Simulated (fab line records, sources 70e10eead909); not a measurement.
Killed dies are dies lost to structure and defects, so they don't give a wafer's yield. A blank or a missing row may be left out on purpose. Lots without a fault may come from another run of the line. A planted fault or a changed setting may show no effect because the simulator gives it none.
A struck lot beside a sound one | flow nand_harc | 12 steps out of a route of 1302
Sound: wafers L718.1, L718.4, L718.6. Struck: wafers L708.1, L708.3, L708.6. The cause comes at the end.
At each step with rows: each side's tool, then ch and its chambers, then its first start. Under that, the readings that differ: sound wafers | struck wafers | difference of the means | sigmas: that difference in standard deviations of wafers without a fault.
alike: readings whose means differ by less than 2 such deviations, and words and numbers that are the same on both sides. not compared: withheld readings, readings that some wafer has no value for, bounds like >300 that may hide the same value, and numbers for which the record gives no deviation and whose values overlap.
The two part at a step that has a row with sigmas, a row that says differs or no value, or rows on one side only. Numbers that don't overlap but have no deviation are shown without sigmas and don't part them. A reading that every wafer of one side lacks parts them only if that side has two wafers or more.

first, 2 steps without rows for these wafers: NHARC_A_SOURCE_PLATE_CVD_03 (deposits poly-Si, target thk 200 nm, time 4000 s); NHARC_A_SOURCE_PLATE_ANNEAL_05 (time 1800 s).
NHARC_A_SOURCE_PLATE_THK_MEAS_06: measures by ellipsometry.
  sound on film_metro-01, day 15 13:53; struck on film_metro-01, day 11 08:59
  alike: thk_nm
NHARC_A_SOURCE_PLATE_INSPECT_08:
  sound on defect_inspect-01, day 15 13:56; struck on defect_inspect-02, day 11 09:03
  alike: raw_defect_count
then, 1 step without rows for these wafers: NHARC_A_ONON_D1_DEP_00 (target thk 1000 nm).
NHARC_A_ONON_D1_THK_MEAS_02: measures by ellipsometry.
  sound on film_metro-02, day 15 14:31; struck on film_metro-01, day 11 09:38
  reading     | sound          | struck      | difference | sigmas
  thk_nm (nm) | 1013 1015 1015 | 981 982 982 | -33        | -3
then, 1 step without rows for these wafers: NHARC_A_ONON_D1_DEP_03 (target thk 1000 nm).
NHARC_A_ONON_D1_THK_MEAS_05: measures by ellipsometry.
  sound on film_metro-02, day 15 15:05; struck on film_metro-01, day 11 10:11
  alike: thk_nm
then, 1 step without rows for these wafers: NHARC_A_ONON_D1_DEP_06 (target thk 1000 nm).
NHARC_A_ONON_D1_THK_MEAS_08: measures by ellipsometry.
  sound on film_metro-01, day 15 15:39; struck on film_metro-02, day 11 10:46
  alike: thk_nm
NHARC_A_ONON_D1_DEP_09: target thk 1000 nm.
  sound on pecvd_onon-01 ch 0, day 15 15:43; struck on pecvd_onon-03, day 11 10:49
  no value came back on the struck wafers for n2_flow_sccm (sccm), n2o_flow_sccm (sccm), susceptor_temp_C (C); on the sound wafers n2_flow_sccm (sccm) reads 2738 2745 2752
-- the record jumps here: 16 days lie between the struck wafers' starts before and after (it left off in module A_ONON_D1 and takes up again in module END, whose first step shown is number 1302 of the route) --
NHARC_END_SORT_01:
  the record has rows for the struck wafers here (prober-01 ch 0, day 27 14:58) and none for the sound ones

WHERE THEY PART
First at NHARC_A_ONON_D1_THK_MEAS_02; last, within this record, at NHARC_END_SORT_01.

WHY: what the simulator had put in
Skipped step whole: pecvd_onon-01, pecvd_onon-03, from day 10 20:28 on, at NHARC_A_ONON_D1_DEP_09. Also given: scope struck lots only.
